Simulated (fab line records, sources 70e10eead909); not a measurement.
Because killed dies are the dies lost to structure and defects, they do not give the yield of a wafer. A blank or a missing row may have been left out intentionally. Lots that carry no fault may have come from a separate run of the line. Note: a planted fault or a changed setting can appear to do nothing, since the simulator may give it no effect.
Matching of chambers || flow nand_harc || NHARC_A_SLIT_ETCH_29 on rie_diel-06: 4 sister chambers
The step etches the open film in CF4/O2, target depth 100 nm, overetch 10 nm, time 55 s. 14 wafers are shown with their chamber, then 7 later ones without.

## WAFERS PAIRED WITH THEIR CHAMBERS
{"wafer": "L074.1", "chamber": 2, "drypump_motor_current_A (A)": 6.6, "rf_vpp_V (V)": 195.9, "oes_product_au (a.u.)": 1.004}
{"wafer": "L074.5", "chamber": 2, "drypump_motor_current_A (A)": 6.6, "rf_vpp_V (V)": 197.3, "oes_product_au (a.u.)": 1.002}
{"wafer": "L074.6", "chamber": 3, "drypump_motor_current_A (A)": 6.5, "rf_vpp_V (V)": 195.9, "oes_product_au (a.u.)": 0.996}
{"wafer": "L075.1", "chamber": 3, "drypump_motor_current_A (A)": 6.5, "rf_vpp_V (V)": 196.7, "oes_product_au (a.u.)": 1.000}
{"wafer": "L075.3", "chamber": 0, "drypump_motor_current_A (A)": 5.8, "rf_vpp_V (V)": 200.1, "oes_product_au (a.u.)": 1.010}
{"wafer": "L075.4", "chamber": 1, "drypump_motor_current_A (A)": 5.9, "rf_vpp_V (V)": 197.6, "oes_product_au (a.u.)": 1.004}
{"wafer": "L079.3", "chamber": 3, "drypump_motor_current_A (A)": 6.5, "rf_vpp_V (V)": 196.0, "oes_product_au (a.u.)": 0.995}
{"wafer": "L079.5", "chamber": 0, "drypump_motor_current_A (A)": 5.7, "rf_vpp_V (V)": 197.9, "oes_product_au (a.u.)": 1.005}
{"wafer": "L079.6", "chamber": 3, "drypump_motor_current_A (A)": 6.5, "rf_vpp_V (V)": 195.9, "oes_product_au (a.u.)": 0.988}
{"wafer": "L085.3", "chamber": 2, "drypump_motor_current_A (A)": 6.6, "rf_vpp_V (V)": 197.3, "oes_product_au (a.u.)": 0.997}
{"wafer": "L085.5", "chamber": 0, "drypump_motor_current_A (A)": 5.8, "rf_vpp_V (V)": 198.7, "oes_product_au (a.u.)": 1.011}
{"wafer": "L085.6", "chamber": 1, "drypump_motor_current_A (A)": 5.9, "rf_vpp_V (V)": 199.2, "oes_product_au (a.u.)": 1.007}
{"wafer": "L086.2", "chamber": 0, "drypump_motor_current_A (A)": 5.7, "rf_vpp_V (V)": 199.3, "oes_product_au (a.u.)": 0.999}
{"wafer": "L086.4", "chamber": 3, "drypump_motor_current_A (A)": 6.5, "rf_vpp_V (V)": 196.6, "oes_product_au (a.u.)": 0.999}

SIGNATURES, as means of the wafers listed above
{"reading": "drypump_motor_current_A", "chamber 0": 5.750, "chamber 1": 5.900, "chamber 2": 6.600, "chamber 3": 6.500, "scatter within a chamber": 0.0316}
{"reading": "rf_vpp_V", "chamber 0": 199.000, "chamber 1": 198.400, "chamber 2": 196.833, "chamber 3": 196.220, "scatter within a chamber": 0.763}
{"reading": "oes_product_au", "chamber 0": 1.00625, "chamber 1": 1.00550, "chamber 2": 1.00100, "chamber 3": 0.99560, "scatter within a chamber": 0.00459}
Rule: for each reading, subtract the chamber's mean from the wafer's reading, divide by that reading's scatter and square the result; add these up over the readings and take the root, which gives the wafer's distance from the chamber. If the next closest chamber is less than 2 further off than the closest, the wafer can't be placed; otherwise it belongs to the closest. The scatter: the root of (the sum of the squares of (reading less its chamber's mean) over the shown wafers, divided by (wafers less chambers)).

## WAFERS MISSING THEIR CHAMBER
{"wafer": "L086.5", "drypump_motor_current_A (A)": 5.7, "rf_vpp_V (V)": 199.4, "oes_product_au (a.u.)": 1.012}
{"wafer": "L087.2", "drypump_motor_current_A (A)": 6.5, "rf_vpp_V (V)": 197.3, "oes_product_au (a.u.)": 1.003}
{"wafer": "L087.5", "drypump_motor_current_A (A)": 5.9, "rf_vpp_V (V)": 198.9, "oes_product_au (a.u.)": 1.006}
{"wafer": "L087.6", "drypump_motor_current_A (A)": 6.6, "rf_vpp_V (V)": 195.4, "oes_product_au (a.u.)": 1.016}
{"wafer": "L093.1", "drypump_motor_current_A (A)": 6.6, "rf_vpp_V (V)": 195.9, "oes_product_au (a.u.)": 1.015}
{"wafer": "L093.5", "drypump_motor_current_A (A)": 6.5, "rf_vpp_V (V)": 196.9, "oes_product_au (a.u.)": 1.002}
{"wafer": "L093.6", "drypump_motor_current_A (A)": 5.8, "rf_vpp_V (V)": 198.2, "oes_product_au (a.u.)": 1.010}

## WHICH CHAMBER EACH WENT THROUGH
{"wafer": "L086.5", "from the rows above": 0, "in truth": 0}
{"wafer": "L087.2", "from the rows above": "can't be placed: 3 or 2", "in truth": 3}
{"wafer": "L087.5", "from the rows above": 1, "in truth": 1}
{"wafer": "L087.6", "from the rows above": "can't be placed: 2 or 3", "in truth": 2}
{"wafer": "L093.1", "from the rows above": 2, "in truth": 2}
{"wafer": "L093.5", "from the rows above": "can't be placed: 3 or 2", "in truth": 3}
{"wafer": "L093.6", "from the rows above": "can't be placed: 0 or 1", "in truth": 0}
3 of 7 placed correctly. Cannot be placed on the basis of these rows: 4; the candidates contain the true chamber in 4. Wrongly placed: 0.
